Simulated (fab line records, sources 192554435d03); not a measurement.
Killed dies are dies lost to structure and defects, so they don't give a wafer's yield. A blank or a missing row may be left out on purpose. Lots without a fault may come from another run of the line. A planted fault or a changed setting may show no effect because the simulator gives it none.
Problem report in the 8D (eight disciplines) form, filled by code | flow n5_finfet | the parts of the form that need people (team, actions taken, sign-off) are left out

1. THE PROBLEM
susceptor_temp_C at N5_HKMG_FIN_CVD_62 reads a mean of 512.85 C on 6 wafers of 2 lots; wafers without a fault read 500.00 C with a standard deviation of 0.25. That is +51 standard deviations from the usual mean.
The step: deposits a-Si from Si2H6, target thk 3 nm, time 20.8 s.
First seen on wafer L450.2, day 7 11:47, on thermal_cvd_si-01. The record holds 18 wafers of 6 lots with a number at this step. Rule for "out", or "out of limits": more than 4 standard deviations from the usual mean. The other wafers with a number count as sound.

2. WHAT IT IS AND WHAT IT IS NOT
question                    | is                     | is not
which readings at this step | susceptor_temp_C       | -
which lots                  | L450, L452             | L440, L442, L449, L458
which wafers of those lots  | all that have a number | -
read on which tools         | thermal_cvd_si-01      | thermal_cvd_si-02
when                        | from day 7 11:47       | up to then (9 sound wafers); but 3 sound wafers of L458 came after

3. SUSPECTS, AND WHAT RULES EACH OUT
Counting: a tool at a process step up to the reading stays a suspect if it ran every lot that is out and no sound lot after the first of them.
- plasma_asher-01 at N5_HKMG_FIN_STRIP_60 (strips in N2/H2, time 360 s): kept. It ran every lot that is out, first L450 (day 7 10:56), and no sound lot after that; its last sound lot up to then is L449 (day 7 08:07).
- thermal_cvd_si-01 at N5_HKMG_FIN_CVD_62 (deposits a-Si from Si2H6, target thk 3 nm, time 20.8 s): kept. It ran every lot that is out, first L450 (day 7 11:47), and no sound lot after that; its last sound lot up to then is L442 (day 5 12:05). Its own readings are out on those wafers: susceptor_temp_C.
Left after counting: plasma_asher-01 at N5_HKMG_FIN_STRIP_60, thermal_cvd_si-01 at N5_HKMG_FIN_CVD_62.

4. THE CAUSE (what the simulator had put in)
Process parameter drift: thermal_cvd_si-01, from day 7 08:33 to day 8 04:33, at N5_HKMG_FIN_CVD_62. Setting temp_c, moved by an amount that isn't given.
Counting left 2 suspects, and this tool is among them.

5. THE CHAIN OF EFFECTS, in route order
Each row: a reading whose mean over the struck wafers that have a number lies more than 3 standard deviations from the usual. Only readings for which the record gives a usual standard deviation are gone through. hours: the time from each lot's start at the first step in this table that gives one to its start at this step, as a median over the lots. sigmas: the change in usual standard deviations.
hours | step               | reading          | usual    | on struck wafers | change | sigmas
0     | N5_HKMG_FIN_CVD_62 | susceptor_temp_C | 500.00 C | 512.85           | +12.85 | +51
The process steps in it:
- N5_HKMG_FIN_CVD_62: deposits a-Si from Si2H6, target thk 3 nm, time 20.8 s.

6. WHAT WOULD HAVE CAUGHT IT SOONER
In this record the first reading out of limits was taken at day 7 11:47, 3 hours after the fault began at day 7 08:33.
